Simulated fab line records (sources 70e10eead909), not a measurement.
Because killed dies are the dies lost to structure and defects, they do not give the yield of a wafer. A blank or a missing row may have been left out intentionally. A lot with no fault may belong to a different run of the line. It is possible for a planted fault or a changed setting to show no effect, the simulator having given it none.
Chamber matching    flow nand harc    pecvd-02 running NHARC_THIN_TSV_DEP_47: 3 sister chambers
The step deposits SiO2, target thk 200 nm. 14 wafers are shown with their chamber, then 7 later ones without.

== WAFERS WITH THEIR CHAMBER ==
wafer   chamber  throttle valve pct (%)  mfc precursor sccm (sccm)
L567.1  2        16.4                    161.7
L567.5  1        16.3                    161.1
L567.6  2        16.3                    160.9
L572.1  0        15.7                    161.1
L572.3  1        16.5                    161.0
L572.6  1        16.4                    160.9
L570.1  1        16.3                    161.7
L570.5  1        16.3                    161.5
L570.6  2        16.5                    161.2
L583.1  0        15.8                    161.2
L583.5  0        15.8                    161.4
L583.6  1        16.2                    161.7
L586.2  1        16.2                    160.7
L586.3  0        15.8                    162.7

SIGNATURES, as means of the wafers listed above
reading             chamber 0  chamber 1  chamber 2  scatter within a chamber
throttle valve pct  15.775     16.314     16.400     0.0935
mfc precursor sccm  161.600    161.229    161.267    0.519
Rule: a wafer lies at a distance from a chamber equal to the root of the sum of squares, over the readings, of (its reading less the chamber's mean, divided by the reading's scatter). If the next closest chamber is less than 2 further off than the closest, the wafer can't be placed; otherwise it belongs to the closest. The scatter is the square root of a quotient: the sum, over the shown wafers, of each reading's squared deviation from its chamber's mean, divided by wafers minus chambers.

== WAFERS WITHOUT THEIR CHAMBER ==
wafer   throttle valve pct (%)  mfc precursor sccm (sccm)
L586.4  15.9                    161.4
L589.4  16.1                    160.7
L589.5  16.2                    161.2
L589.6  16.7                    162.7
L588.1  15.9                    161.8
L588.3  16.1                    160.9
L588.4  16.1                    161.8

== WHICH CHAMBER EACH WENT THROUGH ==
wafer   from the rows above           in truth
L586.4  0                             0
L589.4  can't be placed: 1 or 2 or 0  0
L589.5  can't be placed: 1 or 2       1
L589.6  can't be placed: 2 or 1       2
L588.1  0                             0
L588.3  can't be placed: 1 or 2 or 0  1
L588.4  can't be placed: 1 or 2 or 0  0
2 of 7 placed correctly. Cannot be placed on the basis of these rows: 5; the candidates contain the true chamber in 5. 0 placed wrongly.
